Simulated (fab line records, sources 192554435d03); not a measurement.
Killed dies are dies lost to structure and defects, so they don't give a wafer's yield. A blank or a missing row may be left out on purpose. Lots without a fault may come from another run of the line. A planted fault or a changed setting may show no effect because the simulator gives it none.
fab line records | flow n5_finfet
record lots=9 wafers=25 last_day=20
route steps=1938 shown GATE_CUT@475 BEOL_M4@1111
lots that met no fault: from a run of the same line without faults
start_h: hours from the record's first day to the start of the lot's first wafer shown | wait_h: hours since the lot's step before | " the same as in the row above | L1.1+2: a row that stands for several wafers | - no value, or no start given | * or withheld: withheld | < > ~ a bound
route shown NAME@n: a module of which the file shows steps, and the number in the route of the first | usual: mean/standard deviation of fault-free wafers | same: alike in all rows | chamber/n: place in a boat | sites: the reading at each site | _std_site: their standard deviation | _edge_site: outer sites' mean less inner sites' | radius_mm: how far each site lies from the wafer's centre | mask NAME#n: copy n | behind: the tool/chamber that last shaped the wafer | hold: why the lot was held/for how many hours/how that ended | device: the transistor (n, p or np) that didn't switch | end of line: the same wafers' tests at the end of the route | a step without rows: its recipe alone | killed: dies lost to structure and defects at the first sort, not the wafer's yield | map: a wafer's dies, x killed, . not, _ none there
set.NAME: the setting as run; set.NAME@STEP: as run at that earlier step | model.NAME: the simulator's own value behind a step, which no gauge read
steps of the route over a sample of lots; a table a step, a row a wafer
services: from which hour (start_h, from the record's first day; less than 0 if before it) a tool's chamber was out of use, for how many hours, and why
## steps
# step N5_GATE_CUT_CMP_02
# recipe stop_on=SiO2 t_overpolish_s=12.7 post_cmp_clean=alkaline_brush down_force_psi=2.5 platen_rpm=51.8 pad_velocity_m_s=1.0307 target_thk_nm=0
# usual motor_current_A=9.6/1.2 overpolish_run_s=12.701/0.0087 time_to_endpoint_s=26.0/2
# columns lot.wafer tool chamber start_h wait_h motor_current_A overpolish_run_s time_to_endpoint_s
L496.2 cmp-04 3 92.28 0.1 9.9 12.709 26.9
L496.3 " 1 " " 9.6 12.709 26.2
L496.4 " 2 " " 8.8 12.702 27.4
L497.4 cmp-03 3 97.89 0.1 10.5 12.705 26.1
L497.1 " 0 " " 9.8 12.703 23.9
L497.2 " 1 " " 13.3 12.700 28.4
L501.3 cmp-01 3 117.93 0.1 8.2 12.712 25.8
L501.6 " 3 " " 8.3 12.700 24.2
L501.5 " 0 " " 8.9 12.719 25.3
L502.3 cmp-03 3 126.40 0.1 10.2 12.710 25.6
L502.1 " 1 " " 13.1 12.700 24.7
L502.6 " 3 " " 10.4 12.694 25.9
L507.4 cmp-03 2 159.79 0.0 9.3 12.708 28.4
L507.1 " 3 " " 10.3 12.694 26.4
L507.6 " 2 " " 9.2 12.699 26.6
L508.2 cmp-03 2 162.18 0.1 9.1 12.693 29.7
L508.5 " 3 " " 10.1 12.702 27.8
L509.4 cmp-04 0 167.94 0.0 9.1 12.693 22.2
L509.2 " 1 " " 9.1 12.714 25.0
L509.5 " 0 " " 9.1 12.718 24.0
L511.1 cmp-01 0 176.94 0.1 8.5 12.698 24.7
L511.5 " 3 " " 8.3 12.703 25.8
L518.4 cmp-01 1 253.25 0.1 9.5 12.694 22.9
L518.6 " 0 " " 8.7 12.700 25.6
L518.5 " 1 " " 10.3 12.703 23.3
# step N5_GATE_CUT_ETCH_28
# recipe chemistry=N2/H2 target=underlayer target_depth_a=130 mask_material=CAR-EUV time_s=10.4 ion_energy_ev=200 pressure_mtorr=30 source_w=840 bias_w=150 n2_flow_sccm=200 h2_flow_sccm=200 ends=cleared
# usual drypump_motor_current_A=5.7/0.32 etch_rf_on_time_s=10.38/0.16 oes_product_au=0.66/0.067 rf_vpp_V=523.3/2.8 showerhead_plenum_p_Torr=2.53/0.093 throttle_valve_pct=17.98/0.17
# columns lot.wafer tool chamber start_h wait_h drypump_motor_current_A etch_rf_on_time_s oes_product_au rf_hours_counter_h rf_vpp_V showerhead_plenum_p_Torr throttle_valve_pct
L496.2 rie_diel-02 3 93.31 0.0 5.9 10.15 0.64 153 521.2 2.44 17.86
L496.3 " 1 " " 5.5 10.28 0.65 137 518.8 2.44 18.11
L496.4 " 3 " " 5.9 10.17 0.65 - 520.6 2.44 17.86
L497.1 rie_diel-05 0 98.80 0.0 5.8 10.79 0.59 193 524.2 2.52 17.73
L497.2 " 2 " " 6.2 10.40 0.58 247 522.2 2.50 18.12
L497.4 " 2 " " 6.2 10.41 0.58 - 523.6 2.50 18.12
L501.3 rie_diel-03 1 118.88 0.0 5.8 10.38 0.63 162 522.0 2.54 18.27
L501.5 " 2 " " 5.7 10.29 0.61 - 520.4 2.43 17.91
L501.6 " 3 " " 5.5 10.52 0.61 - 525.4 2.65 17.96
L502.1 rie_diel-02 1 127.18 0.0 5.6 10.41 0.66 144 519.8 2.44 18.09
L502.3 " 0 " " 4.8 10.46 0.59 239 524.9 2.61 18.18
L502.6 " 2 " " 6.0 10.20 0.76 - 520.1 2.48 17.82
L507.1 rie_diel-03 3 169.09 0.0 5.4 10.65 0.61 176 527.3 2.64 17.99
L507.4 " 2 " " 5.7 10.44 0.60 205 519.0 2.42 17.94
L507.6 " 3 " " 5.5 10.54 0.60 - 525.5 2.64 17.99
L508.2 rie_diel-03 1 169.46 0.0 5.7 10.44 0.61 182 524.7 2.53 18.31
L508.5 " 2 " " 5.7 10.53 0.59 - 521.2 2.42 17.95
L509.2 rie_diel-03 0 171.67 0.0 5.9 10.34 0.69 93 527.1 2.68 17.98
L509.4 " 2 " " 5.7 10.59 0.59 207 520.5 2.42 17.95
L509.5 " 1 " " 5.8 10.34 0.62 - 524.3 2.53 18.29
L511.1 rie_diel-03 0 177.69 0.0 5.9 10.40 0.68 95 527.9 2.68 18.02
L511.5 " 1 " " 5.8 10.45 0.61 - 523.0 2.53 18.32
L518.4 rie_diel-02 2 254.50 0.0 6.1 10.23 0.72 - 522.0 2.47 17.87
L518.5 " 1 " " 5.6 10.49 0.63 - 523.1 2.43 18.14
L518.6 " 0 " " 4.8 10.11 0.82 - 525.1 2.60 17.76
# step N5_GATE_CUT_HM_OPEN_40
# recipe chemistry=C4F6/O2 target=SiO2 mask_material=SiARC target_depth_a=1390 time_s=85.1 ion_energy_ev=250 pressure_mtorr=30 source_w=345 bias_w=185 Ar_flow_sccm=300 C4F6_flow_sccm=10 O2_flow_sccm=10 ends=cleared
# usual drypump_motor_current_A=5.7/0.32 etch_rf_on_time_s=93.4/1.9 oes_product_au=0.69/0.07 rf_vpp_V=664/5.5 showerhead_plenum_p_Torr=2.84/0.097 throttle_valve_pct=21.05/0.17
# columns lot.wafer tool chamber start_h wait_h drypump_motor_current_A etch_rf_on_time_s oes_product_au rf_hours_counter_h rf_vpp_V showerhead_plenum_p_Torr throttle_valve_pct
L496.2 rie_diel-02 3 93.44 0.0 5.9 92.4 0.69 153 653 2.74 20.83
L496.3 " 1 " " 5.6 92.9 0.69 137 659 2.74 21.10
L496.4 " 3 " " 5.9 91.4 0.68 - 653 2.74 20.83
L497.1 rie_diel-05 0 98.93 0.0 5.8 94.1 0.63 193 663 2.83 20.74
L497.2 " 2 " " 6.2 93.6 0.61 247 668 2.80 21.24
L497.4 " 2 " " 6.2 94.6 0.61 - 666 2.80 21.24
L501.3 rie_diel-03 1 119.01 0.0 5.8 92.1 0.67 162 659 2.86 21.32
L501.5 " 2 " " 5.7 96.7 0.64 - 667 2.73 21.08
L501.6 " 3 " " 5.5 96.0 0.65 - 671 2.97 21.10
L502.1 rie_diel-02 1 127.31 0.0 5.6 91.5 0.69 144 659 2.73 21.11
L502.3 " 0 " " 4.8 93.2 0.63 239 665 2.91 21.20
L502.6 " 2 " " 6.1 93.0 0.80 - 664 2.79 20.96
L507.1 rie_diel-03 3 169.22 0.0 5.5 93.7 0.64 176 670 2.96 21.13
L507.4 " 2 " " 5.7 94.1 0.64 205 667 2.73 21.12
L507.6 " 3 " " 5.5 94.6 0.64 - 671 2.96 21.11
L508.2 rie_diel-03 1 169.59 0.0 5.7 69.9 0.78 182 659 2.85 21.40
L508.5 " 2 " " 5.7 70.3 0.75 - 667 2.73 21.17
L509.2 rie_diel-03 0 171.80 0.0 5.9 70.4 0.86 93 668 2.98 21.01
L509.4 " 2 " " 5.7 93.3 0.64 207 667 2.73 21.11
L509.5 " 1 " " 5.7 70.9 0.77 - 659 2.85 21.42
L511.1 rie_diel-03 0 177.81 0.0 5.9 93.0 0.73 95 667 2.98 20.97
L511.5 " 1 " " 5.8 74.0 0.76 - 660 2.85 21.42
L518.4 rie_diel-02 2 254.65 0.0 6.1 91.0 0.77 - 665 2.77 21.00
L518.5 " 1 " " 5.6 92.9 0.67 - 658 2.72 21.16
L518.6 " 0 " " 4.8 91.2 0.87 - 664 2.90 20.84
# step N5_GATE_CUT_ETCH_19
# recipe chemistry=CH3F/O2 target=SiNx mask_material=SiO2 target_depth_a=537 time_s=76.7 pressure_mtorr=30 source_w=395 bias_w=73 Ar_flow_sccm=150 CH3F_flow_sccm=30 O2_flow_sccm=20 ion_energy_ev=120 ends=cleared
# usual drypump_motor_current_A=5.7/0.32 etch_rf_on_time_s=76.7/0.95 oes_product_au=0.66/0.066 rf_vpp_V=296.7/2.4 showerhead_plenum_p_Torr=1.99/0.071 throttle_valve_pct=16.45/0.16
# columns lot.wafer tool chamber start_h wait_h drypump_motor_current_A etch_rf_on_time_s oes_product_au rf_hours_counter_h rf_vpp_V showerhead_plenum_p_Torr throttle_valve_pct
L496.2 rie_diel-02 3 93.56 0.0 5.9 75.9 0.65 153 291.7 1.92 16.27
L496.3 " 1 " " 5.6 77.9 0.65 138 293.5 1.92 16.53
L496.4 " 3 " " 5.9 76.3 0.65 - 291.1 1.92 16.25
L497.1 rie_diel-05 0 99.05 0.0 5.8 78.3 0.60 193 295.6 1.99 16.19
L497.2 " 2 " " 6.2 76.3 0.58 247 299.1 1.97 16.70
L497.4 " 2 " " 6.2 76.2 0.58 - 299.4 1.97 16.70
L501.3 rie_diel-03 1 119.13 0.0 5.7 77.1 0.63 162 295.2 2.01 16.67
L501.5 " 2 " " 5.7 77.1 0.61 - 298.0 1.92 16.50
L501.6 " 3 " " 5.5 77.3 0.62 - 300.2 2.09 16.48
L502.1 rie_diel-02 1 127.43 0.0 5.6 77.0 0.65 144 294.8 1.92 16.52
L502.3 " 0 " " 4.8 77.5 0.59 239 296.8 2.05 16.66
L502.6 " 2 " " 6.1 75.4 0.75 - 296.3 1.96 16.32
L507.1 rie_diel-03 3 169.34 0.0 5.5 78.2 0.60 176 299.8 2.08 16.51
L507.4 " 2 " " 5.7 76.8 0.60 205 297.0 1.91 16.52
L507.6 " 3 " " 5.5 78.1 0.60 - 297.7 2.08 16.53
L508.2 rie_diel-03 1 169.71 0.0 5.7 76.7 0.62 182 294.4 2.00 16.72
L508.5 " 2 " " 5.7 76.7 0.60 - 296.9 1.91 16.53
L509.2 rie_diel-03 0 171.92 0.0 5.9 76.3 0.70 93 297.4 2.10 16.33
L509.4 " 2 " " 5.7 76.8 0.60 207 298.5 1.91 16.54
L509.5 " 1 " " 5.8 77.3 0.61 - 296.5 2.00 16.71
L511.1 rie_diel-03 0 177.94 0.0 5.9 77.0 0.68 95 298.9 2.10 16.33
L511.5 " 1 " " 5.7 76.8 0.61 - 294.8 2.00 16.71
L518.4 rie_diel-02 2 254.79 0.0 6.0 75.1 0.73 - 297.4 1.95 16.38
L518.5 " 1 " " 5.6 77.3 0.63 - 294.4 1.91 16.57
L518.6 " 0 " " 4.8 75.3 0.82 - 297.2 2.04 16.21
# step N5_BEOL_M4_RC_MEAS_101
# usual DIBL_N=36.5/1.2 DIBL_P=36.5/1.6 IOFF_N=0.162/0.023 IOFF_P=0.221/0.03 ION_N=678/8 ION_P=466/6.3 SS_N=71.6/0.46 SS_P=73.3/0.57 VT_N=249.2/2.6 VT_P=-249/3.3
# columns lot.wafer tool chamber start_h wait_h DIBL_N[mV/V] DIBL_P[mV/V] IOFF_N[nA/um] IOFF_P[nA/um] ION_N[uA/um] ION_P[uA/um] SS_N[mV/dec] SS_P[mV/dec] VT_N[mV] VT_P[mV]
L496.2 prober-02 0 227.78 0.2 36.0 36.5 0.144 0.206 675 469 71.5 73.3 252.9 -250
L496.3 " 0 " " 37.7 39.4 0.172 0.268 675 476 71.9 73.8 246.7 -247
L496.4 " 0 " " 38.3 39.4 0.186 0.272 688 475 71.6 73.1 248.1 -244
L497.1 prober-02 0 242.59 0.4 35.9 36.2 0.143 0.197 676 470 71.2 73.5 251.3 -252
L497.2 " 0 " " 38.2 38.8 0.187 0.249 691 468 71.9 74.2 247.9 -249
L497.4 " 0 " " 34.9 34.9 0.126 0.177 664 458 71.0 73.4 253.5 -254
L502.1 prober-02 0 254.83 0.0 36.9 37.8 0.162 0.189 680 459 71.5 73.0 250.4 -253
L502.3 " 0 " " 36.6 37.4 0.155 0.180 667 454 71.3 74.0 251.2 -254
L502.6 " 0 " " 36.5 37.5 0.156 0.176 682 460 71.9 72.5 250.6 -256
L501.3 prober-01 0 257.31 0.3 35.5 36.4 0.156 0.206 684 467 71.7 72.9 251.6 -251
L501.5 " 0 " " 35.6 35.9 0.150 0.193 678 459 71.8 73.1 252.3 -254
L501.6 " 0 " " 34.5 34.3 0.128 0.184 677 465 71.5 73.3 252.6 -252
L507.1 prober-02 0 290.03 0.0 37.5 36.6 0.181 0.252 674 459 72.5 73.3 250.2 -246
L507.4 " 0 " " 38.3 38.0 0.198 0.271 677 466 72.7 73.6 248.7 -245
L507.6 " 0 " " 36.6 36.3 0.161 0.251 673 465 71.7 72.7 247.8 -245
L508.2 prober-01 0 290.62 0.2 36.6 36.6 0.161 0.226 682 467 71.9 73.1 251.7 -247
L508.5 " 0 " " 37.1 37.6 0.177 0.246 686 471 71.3 72.5 247.3 -246
L509.2 prober-02 0 291.12 0.3 35.8 35.7 0.152 0.210 676 464 71.9 73.0 250.9 -250
L509.4 " 0 " " 36.0 35.9 0.150 0.220 668 458 71.1 72.9 252.0 -249
L509.5 " 0 " " 37.3 36.7 0.168 0.224 667 461 71.9 74.1 250.8 -248
L511.1 prober-02 0 320.28 0.0 35.0 36.7 0.145 0.218 684 475 71.1 73.9 249.7 -248
L511.5 " 0 " " 36.1 37.5 0.160 0.250 686 481 71.6 73.1 249.6 -246
L518.4 prober-02 0 367.87 0.5 38.1 38.1 0.181 0.251 678 468 72.3 74.5 248.3 -249
L518.5 " 0 " " 37.7 36.9 0.170 0.233 691 469 72.2 74.4 249.1 -247
L518.6 " 0 " " 39.2 38.9 0.206 0.258 690 463 72.1 73.9 245.9 -249
## services
# columns tool chamber start_h hours kind
cmp-03 - 71.34 5.1 pm
rie_diel-05 3 93.94 21.0 repair
rie_diel-02 1 107.68 15.5 repair
rie_diel-02 2 107.69 2.9 repair
cmp-04 - 123.36 5.2 pm
cmp-01 - 127.61 1.6 repair
cmp-03 - 146.79 0.3 repair
rie_diel-02 - 151.09 15.6 pm
rie_diel-05 - 153.22 28.1 pm
cmp-01 - 178.10 2.4 repair
rie_diel-05 3 189.24 1.3 repair
cmp-03 - 194.05 0.8 repair
rie_diel-05 - 207.38 2.6 repair
rie_diel-05 1 213.83 14.7 repair
rie_diel-05 - 217.62 0.7 repair
cmp-03 - 221.66 29.9 repair
rie_diel-05 3 227.96 6.0 repair
rie_diel-05 1 229.85 2.6 repair
cmp-01 - 232.38 5.4 pm
rie_diel-02 - 241.35 2.8 pm
cmp-01 - 243.19 4.5 pm
rie_diel-05 0 249.90 1.2 repair
rie_diel-02 3 250.98 4.4 repair
rie_diel-03 3 251.86 6.5 repair
## key
first_sign step=N5_GATE_CUT_HM_OPEN_40 reading=etch_rf_on_time_s direction=down sigmas=12 usual=* struck=*
effect none on later readings
met_at N5_GATE_CUT_HM_OPEN_40
struck_lots L508,L509,L511
struck_wafers L508.2,L508.5,L509.2,L509.5,L511.5
not_acting_at N5_GATE_CUT_CMP_02,N5_GATE_CUT_ETCH_28,N5_GATE_CUT_ETCH_19
onset_between 169.22 169.59
fault kind=process_parameter_drift tool=rie_diel-03 chamber=- onset_h=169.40 steps=N5_GATE_CUT_HM_OPEN_40 channel=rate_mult offset=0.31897 shape=step end_h=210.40 scope=struck_wafers_only
